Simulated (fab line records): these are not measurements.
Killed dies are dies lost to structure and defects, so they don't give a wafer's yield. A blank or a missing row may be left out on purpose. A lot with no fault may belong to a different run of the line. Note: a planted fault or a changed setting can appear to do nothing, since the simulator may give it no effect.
Matching of chambers | flow n5_finfet | N5_BEOL_M6_ETCH_65 on rie_diel-04 has 4 sister chambers
The step etches SiARC in CF4, target depth 15.6 nm, time 26 s. 8 wafers are shown with their chamber, then 8 later ones without.

## EACH WAFER AND ITS CHAMBER
wafer  | chamber | showerhead_plenum_p_Torr (Torr) | throttle_valve_pct (%)
L083.5 | 1       | 2.12                            | 15.77
L080.3 | 2       | 2.26                            | 15.37
L079.2 | 2       | 2.26                            | 15.39
L079.3 | 3       | 2.16                            | 15.53
L086.1 | 1       | 2.11                            | 15.82
L086.2 | 3       | 2.16                            | 15.55
L086.4 | 0       | 2.19                            | 15.65
L090.1 | 0       | 2.19                            | 15.18

## WAFERS WITHOUT THEIR CHAMBER
wafer  | showerhead_plenum_p_Torr (Torr) | throttle_valve_pct (%)
L090.2 | 2.15                            | 15.56
L090.4 | 2.26                            | 15.44
L096.3 | 2.18                            | 15.20
L096.5 | 2.15                            | 15.59
L096.6 | 2.18                            | 15.18
L097.1 | 2.18                            | 15.20
L097.3 | 2.25                            | 15.46
L097.5 | 2.11                            | 15.87

## WHICH CHAMBER EACH ONE RAN IN
wafer  | from the rows above | in truth
L090.2 | 3                   | 3
L090.4 | 2                   | 2
L096.3 | 0                   | 0
L096.5 | 3                   | 3
L096.6 | 0                   | 0
L097.1 | 0                   | 0
L097.3 | 2                   | 2
L097.5 | 1                   | 1
Correctly placed: 8 of 8. From these rows, 0 cannot be placed. 0 placed wrongly.
How it was worked out, from the rows above alone: a wafer's distance from a chamber is the root of the sum, over the readings, of the square of ((its reading less the chamber's mean) divided by the reading's scatter). The wafer belongs to the nearest chamber; if the next one is less than 2 further off, it can't be placed. The mean given for a chamber averages the wafers shown for that chamber. The scatter: take each reading less its chamber's mean, square it, sum over the shown wafers, divide by the number of wafers less the number of chambers, and take the root.
